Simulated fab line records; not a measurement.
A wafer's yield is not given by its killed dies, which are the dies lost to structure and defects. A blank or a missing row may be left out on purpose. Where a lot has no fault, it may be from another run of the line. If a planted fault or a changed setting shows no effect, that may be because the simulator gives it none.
Which tool did it? | flow n5_finfet | 10 lots with 29 wafers sampled at 5 steps, on a route of 1938 steps

## WHAT THE GAUGES READ, wafer by wafer
N5_BEOL_M11_THK_MEAS_53: measures by xrf.
lot  | measured     | on            | M11_THK (nm)
L134 | day 12 05:18 | film_metro-01 | 138 140 143
L132 | day 12 08:14 | film_metro-02 | 143 140 145
L137 | day 12 13:22 | film_metro-01 | 142 140 139
L136 | day 12 18:12 | film_metro-01 | 136 135 139
L135 | day 12 19:47 | film_metro-01 | 135 141 135
L138 | day 13 02:32 | film_metro-02 | 144 143 139
L139 | day 13 03:14 | film_metro-01 | 137 143 133
L149 | day 15 13:32 | film_metro-01 | 146 139 143
L148 | day 15 16:11 | film_metro-01 | 140 140
L151 | day 16 15:29 | film_metro-02 | 131 142 142

## WHAT TOOL EACH LOT RAN ON (gives the tool, then ch and the chambers of the sampled wafers, and finally the start)
lot  | N5_BEOL_M11_PECVD_70            | N5_BEOL_M11_ETCH_66                | N5_BEOL_M11_STRIP_77                          | N5_BEOL_M11_CMP_52
L134 | pecvd-04 ch 1,2, day 11 23:55   | rie_diel-03 ch 2,3, day 12 02:32   | rie_diel-03 ch 2,3, day 12 05:00 or earlier   | cmp-04 ch 0,1,3, day 12 05:00
L132 | pecvd-04 ch 0,2, day 12 00:43   | rie_diel-01 ch 1,2,3, day 12 04:29 | rie_diel-01 ch 1,2,3, day 12 07:56 or earlier | cmp-01 ch 0,3, day 12 07:56
L137 | pecvd-04 ch 0,2, day 12 06:52   | rie_diel-03 ch 0,1,3, day 12 09:50 | rie_diel-03 ch 0,1,3, day 12 13:04 or earlier | cmp-03 ch 0,1,2, day 12 13:04
L136 | pecvd-04 ch 1,2, day 12 10:40   | rie_diel-03 ch 1,2,3, day 12 13:26 | rie_diel-03 ch 1,2,3, day 12 17:55 or earlier | cmp-04 ch 0,1,3, day 12 17:55
L135 | pecvd-03 ch 0,1,2, day 12 11:27 | rie_diel-05 ch 0,1, day 12 13:55   | rie_diel-05 ch 0,1, day 12 19:34 or earlier   | cmp-01 ch 1,2,3, day 12 19:34
L138 | pecvd-04 ch 0,1,2, day 12 13:55 | rie_diel-03 ch 0,2,3, day 12 22:08 | rie_diel-03 ch 0,2,3, day 13 02:14 or earlier | cmp-03 ch 0,1,3, day 13 02:14
L139 | pecvd-04 ch 0,2, day 12 18:49   | rie_diel-05 ch 0,1,3, day 13 00:02 | rie_diel-05 ch 0,1,3, day 13 03:01 or earlier | cmp-01 ch 0,1,3, day 13 03:01
L149 | pecvd-03 ch 0,1,2, day 15 07:25 | rie_diel-01 ch 0,1,2, day 15 10:40 | rie_diel-01 ch 0,1,2, day 15 13:19 or earlier | cmp-04 ch 1,2,3, day 15 13:19
L148 | pecvd-03 ch 1,2, day 15 08:54   | rie_diel-03 ch 1, day 15 13:17     | rie_diel-03 ch 1, day 15 15:58 or earlier     | cmp-03 ch 2,3, day 15 15:58
L151 | pecvd-04 ch 0,1, day 16 08:43   | rie_diel-05 ch 0,1,2, day 16 11:59 | rie_diel-05 ch 0,1,2, day 16 15:16 or earlier | cmp-03 ch 0,2,3, day 16 15:16
- N5_BEOL_M11_PECVD_70: deposits SiO2 from TEOS/O2, target thk 20 nm, time 22.7 s.
- N5_BEOL_M11_ETCH_66: etches SOC in N2/H2, target depth 120 nm, overetch 24 nm, time 180 s.
- N5_BEOL_M11_STRIP_77: strips in N2/H2, time 10 s.
- N5_BEOL_M11_CMP_52: polishes, stops on SiCOH lowk, t overpolish 7 s, target thk 140 nm.

## THE ANSWER, worked out from the rows above alone
Rule: what is usual is taken from the lots themselves. The widest of any qualifying gaps counts: lots, ordered by their means at a reading, are off when they make up no more than a third of the lots, leave a main group of 4 or more, and stand apart from it by 3 or more times the standard deviation of that group's means. If all means in a main group match to the digits the tables above print for the reading, that group is not used. Also off: a lot with no number at a reading for which 4 or more lots have one. Where the step has rows for the other lots, those lots are counted as sound.
Across all readings shown, no lot is off: no conclusion can be drawn from this.

## WHAT WAS PUT IN BY THE SIMULATOR
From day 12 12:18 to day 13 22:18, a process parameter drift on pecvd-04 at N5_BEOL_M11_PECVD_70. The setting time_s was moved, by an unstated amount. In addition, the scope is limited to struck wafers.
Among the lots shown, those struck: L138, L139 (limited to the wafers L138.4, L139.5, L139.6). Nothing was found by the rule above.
